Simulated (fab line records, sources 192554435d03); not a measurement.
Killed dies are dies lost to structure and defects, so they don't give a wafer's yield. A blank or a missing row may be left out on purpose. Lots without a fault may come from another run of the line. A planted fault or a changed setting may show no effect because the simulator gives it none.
Split-lot experiment | flow n5_finfet | 7 lots, 21 wafers read, on a route of 1938 steps

THE SPLIT
At N5_BEOL_M10_COAT_05 (resist thk 90 nm), the setting spin_rpm was moved away from the recipe's 1500 rpm on 8 of the 21 wafers read, by -10.4% to +11.2%. The other wafers ran this setting at the recipe's value.

The reading is taken at the split's own step.

THE READING
CAR-ArF_of_BEOL_M10_COAT_05.thk_nm (the simulator's own value, which no gauge read), in nm, at N5_BEOL_M10_COAT_05 (resist thk 90 nm). The file gives no usual value for it. The 13 wafers here that ran the recipe average 90.3 nm, standard deviation 0.27 nm.

wafer  | tool, chamber at the split | spin_rpm as run, rpm | against the recipe | CAR-ArF_of_BEOL_M10_COAT_05.thk_nm, nm | against lot-mates on the recipe
L076.2 | litho_track-05, 0          | 1500                 | recipe             | 90.4                                   | -
L076.3 | litho_track-05, 0          | 1570                 | +4.7%              | 88.6                                   | -1.8
L076.4 | litho_track-05, 0          | 1570                 | +4.7%              | 88.6                                   | -1.8
L078.1 | litho_track-02, 0          | 1668                 | +11.2%             | 85.4                                   | -4.8
L078.6 | litho_track-02, 0          | 1668                 | +11.2%             | 85.4                                   | -4.8
L078.4 | litho_track-02, 0          | 1500                 | recipe             | 90.2                                   | -
L079.1 | litho_track-01, 0          | 1500                 | recipe             | 90                                     | -
L079.2 | litho_track-01, 0          | 1652                 | +10.1%             | 86                                     | -4.2
L079.4 | litho_track-01, 0          | 1500                 | recipe             | 90.4                                   | -
L084.1 | litho_track-01, 0          | 1500                 | recipe             | 89.8                                   | -
L084.3 | litho_track-01, 0          | 1566                 | +4.4%              | 88.2                                   | -1.7
L084.6 | litho_track-01, 0          | 1500                 | recipe             | 90                                     | -
L088.1 | litho_track-05, 0          | 1500                 | recipe             | 90.6                                   | -
L088.5 | litho_track-05, 0          | 1500                 | recipe             | 90.6                                   | -
L088.6 | litho_track-05, 0          | 1500                 | recipe             | 90.2                                   | -
L087.1 | litho_track-05, 0          | 1500                 | recipe             | 90.4                                   | -
L087.5 | litho_track-05, 0          | 1500                 | recipe             | 90.4                                   | -
L087.4 | litho_track-05, 0          | 1500                 | recipe             | 90.8                                   | -
L090.3 | litho_track-05, 0          | 1344                 | -10.4%             | 95.2                                   | +5.0
L090.6 | litho_track-05, 0          | 1344                 | -10.4%             | 95.2                                   | +5.0
L090.5 | litho_track-05, 0          | 1500                 | recipe             | 90.2                                   | -

THE FIT
A straight line over all 21 wafers: CAR-ArF_of_BEOL_M10_COAT_05.thk_nm changes by -0.446 nm for each +1% of spin_rpm; r = -0.99; the points scatter about the line by 0.26 nm.
The same after taking each lot's own level away (the mean of its wafers on the recipe; 21 wafers): -0.444 nm for each +1%; r = -1.00; scatter 0.2 nm.
On that fit, the largest move of spin_rpm shifts the reading by 5 nm.
The lots' own levels span 89.90 to 90.53 nm, that is 2.4 times the standard deviation above.
So the lot-to-lot level changes the slope little: the two slopes agree.
Check: with one of the wafers moved furthest among these (+11.2%) left out of the fit, the line predicts -4.89 nm for it against its lot-mates. It came out at -4.8 nm against them.

OTHER SPLITS ON THESE WAFERS
These wafers also went through other splits before the reading. Each is held against what the fit with the lots' levels taken away leaves over:
other split on the same wafers     | wafers away from the commonest value | r with CAR-ArF_of_BEOL_M10_COAT_05.thk_nm (lot level and that fit taken away)
N5_BEOL_M6_COAT_64 spin_rpm        | 4                                    | +0.08
N5_BEOL_M6_DEP_56 time_s           | 7                                    | -0.06
N5_BEOL_M7_PECVD_70 time_s         | 8                                    | +0.00
N5_BEOL_M8_COAT_22 spin_rpm        | 8                                    | +0.02
N5_BEOL_M8_TRENCH_ETCH_37 source_w | 6                                    | -0.33

THE FILE'S OWN FIT
CAR-ArF_of_BEOL_M10_COAT_05.thk_nm changes by -0.435 nm for each +1% of spin_rpm, r = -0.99.
